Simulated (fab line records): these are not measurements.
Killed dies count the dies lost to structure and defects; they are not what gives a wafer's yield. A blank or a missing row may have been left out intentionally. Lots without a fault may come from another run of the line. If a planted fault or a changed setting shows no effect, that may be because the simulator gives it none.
Check of tool commonality | flow nand-harc | Lots sampled 12, wafers sampled 36

== WHY THIS WAS OPENED ==
On 2 of the 12 lots, a flag is raised at NHARC_P_GATE_CD_MEAS_91 on the reading cd-nm. Fault-free wafers read 1999.8 nm, with a standard deviation of 1.9.
Rule: a lot gets a flag if all its wafers with a number sit over 4 standard deviations from that mean, or if no wafer of it has a number. As for the other lots, they are considered sound.

lot  | measured     | on        | cd-nm (nm), wafer by wafer | flag
L433 | day 5 22:29  | cd-sem-01 | 2001.4 1996.8 1999.4       |
L432 | day 5 22:53  | cd-sem-02 | 1999.9 1999.7 1999.5       |
L434 | day 6 09:58  | cd-sem-02 | 1997.1 1999.7 1997.6       |
L435 | day 7 01:34  | cd-sem-01 | 2001.1 2001.8 2002.4       |
L439 | day 8 13:16  | cd-sem-02 | 1997.9 2000.5 1999.7       |
L441 | day 9 05:14  | cd-sem-03 | 1986.0 1987.5 1987.6       | FLAGGED
L446 | day 11 17:02 | cd-sem-02 | 1985.1 1981.9 1984.3       | FLAGGED
L451 | day 13 17:13 | cd-sem-03 | 1999.0 1999.8 1997.9       |
L453 | day 14 09:13 | cd-sem-03 | 1998.7 1996.6 1994.1       |
L452 | day 14 09:47 | cd-sem-01 | 2001.3 2001.4 2000.2       |
L454 | day 15 02:56 | cd-sem-02 | 2001.2 2001.1 2001.3       |
L455 | day 15 06:02 | cd-sem-01 | 1999.4 2000.7 2000.8       |
On average the flagged lots' numbers are 1985.4 nm, which is -14.4 nm against the usual, or -8 standard deviations.

== WHICH TOOL EACH LOT WENT THROUGH ==
The record keeps 1 process step preceding the reading, out of 1302 steps on the route. Every cell lists first the tool, next ch and the chambers used by the sampled wafers, and last the start.
lot  | flag    | NHARC_P_GATE_EXPOSE_88
L433 |         | krf-scanner-01 ch 0, day 5 22:20
L432 |         | krf-scanner-04 ch 0, day 5 22:44
L434 |         | krf-scanner-03 ch 0, day 6 09:49
L435 |         | krf-scanner-01 ch 0, day 7 01:25
L439 |         | krf-scanner-01 ch 0, day 8 13:06
L441 | FLAGGED | krf-scanner-01 ch 0, day 9 05:05
L446 | FLAGGED | krf-scanner-01 ch 0, day 11 16:53
L451 |         | krf-scanner-04 ch 0, day 13 17:03
L453 |         | krf-scanner-04 ch 0, day 14 09:04
L452 |         | krf-scanner-03 ch 0, day 14 09:38
L454 |         | krf-scanner-03 ch 0, day 15 02:46
L455 |         | krf-scanner-03 ch 0, day 15 05:53
What is done by these steps:
- NHARC_P_GATE_EXPOSE_88: exposes mask P HVN, target cd 2000 nm.
- NHARC_P_GATE_CD_MEAS_91: target cd 2000 nm.

== FLAGGED OVER TOTAL, TOOL BY TOOL (the gauges that took the reading come last) ==
step                    | tool           | lots run | flagged | share of the flagged lots | sound lots run after its first flagged lot
NHARC_P_GATE_EXPOSE_88  | krf-scanner-01 | 5        | 2       | all                       | 0
NHARC_P_GATE_EXPOSE_88  | krf-scanner-03 | 4        | 0       | none                      | -
NHARC_P_GATE_EXPOSE_88  | krf-scanner-04 | 3        | 0       | none                      | -
NHARC_P_GATE_CD_MEAS_91 | cd-sem-01      | 4        | 0       | none                      | -
NHARC_P_GATE_CD_MEAS_91 | cd-sem-02      | 5        | 1       | some                      | 1 (L454)
NHARC_P_GATE_CD_MEAS_91 | cd-sem-03      | 3        | 1       | some                      | 2 (L451,L453)

== WHAT THE TABLE ALLOWS ==
In the table, 1 row covers all flagged lots: krf-scanner-01 at NHARC_P_GATE_EXPOSE_88.
- krf-scanner-01 at NHARC_P_GATE_EXPOSE_88: 2 of its 5 lots flagged. Its last sound lot is L439 (day 8 13:06), its first flagged lot L441 (day 9 05:05): a fault that began between those two fits. Its own readings lie more than 4 standard deviations out on every wafer of the flagged lots: exposure-dose-mJ-cm2.
krf-scanner-01 at NHARC_P_GATE_EXPOSE_88 is the single tool remaining.

== WHAT THE SIMULATOR PUT IN ==
Process parameter drift: krf-scanner-01, from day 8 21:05 on, at NHARC_P_GATE_EXPOSE_88. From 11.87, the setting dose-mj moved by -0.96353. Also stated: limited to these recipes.
Struck lots among those shown: L441, L446. This agrees with what the rule above found.
